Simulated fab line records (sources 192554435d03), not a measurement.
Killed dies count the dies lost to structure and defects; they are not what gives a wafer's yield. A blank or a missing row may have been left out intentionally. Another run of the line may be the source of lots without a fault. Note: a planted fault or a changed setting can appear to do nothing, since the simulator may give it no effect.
Chamber matching + flow n5 finfet + N5_BEOL_M6_ALD_77 on ald metal-01: 4 sister chambers
The step deposits TaN, target thk 2 nm, pulse time 2 s, purge time 3 s. 8 wafers are shown with their chamber, then 8 later ones without.

WAFERS, EACH WITH ITS CHAMBER
| wafer  | chamber | heater power w (W) | precursor vessel temp c (C) |
|--------|---------|--------------------|-----------------------------|
| L078.5 | 0       | 402                | 74.99                       |
| L083.1 | 1       | 453                | 74.93                       |
| L083.3 | 3       | 397                | 74.93                       |
| L083.4 | 2       | 478                | 75.08                       |
| L085.1 | 2       | 487                | 74.99                       |
| L085.2 | 0       | 394                | 74.97                       |
| L085.3 | 1       | 454                | 75.08                       |
| L087.2 | 3       | 392                | 75.08                       |

WAFERS MISSING THEIR CHAMBER
| wafer  | heater power w (W) | precursor vessel temp c (C) |
|--------|--------------------|-----------------------------|
| L087.3 | 403                | 75.13                       |
| L087.4 | 485                | 74.74                       |
| L095.1 | 410                | 74.97                       |
| L095.4 | 409                | 74.98                       |
| L095.6 | 468                | 74.95                       |
| L092.1 | 397                | 75.09                       |
| L092.3 | 465                | 75.01                       |
| L092.4 | 483                | 74.94                       |

WHICH CHAMBER EACH WENT THROUGH
| wafer  | from the rows above     | in truth |
|--------|-------------------------|----------|
| L087.3 | can't be placed: 0 or 3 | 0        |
| L087.4 | 2                       | 2        |
| L095.1 | can't be placed: 0 or 3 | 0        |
| L095.4 | can't be placed: 0 or 3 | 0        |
| L095.6 | can't be placed: 1 or 2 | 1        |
| L092.1 | can't be placed: 3 or 0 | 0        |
| L092.3 | can't be placed: 1 or 2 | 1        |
| L092.4 | 2                       | 2        |
Correctly placed: 2 of 8. These rows do not allow placing 6 (true chamber among the candidates in 6). Placed wrongly: 0.
How it was worked out, from the rows above alone: a wafer's distance from a chamber is the root of the sum, over the readings, of the square of ((its reading less the chamber's mean) divided by the reading's scatter). The wafer belongs to the nearest chamber; if the next one is less than 2 further off, it can't be placed. A chamber's mean is the mean of its shown wafers. The scatter is the square root of a quotient: the sum, over the shown wafers, of each reading's squared deviation from its chamber's mean, divided by wafers minus chambers.
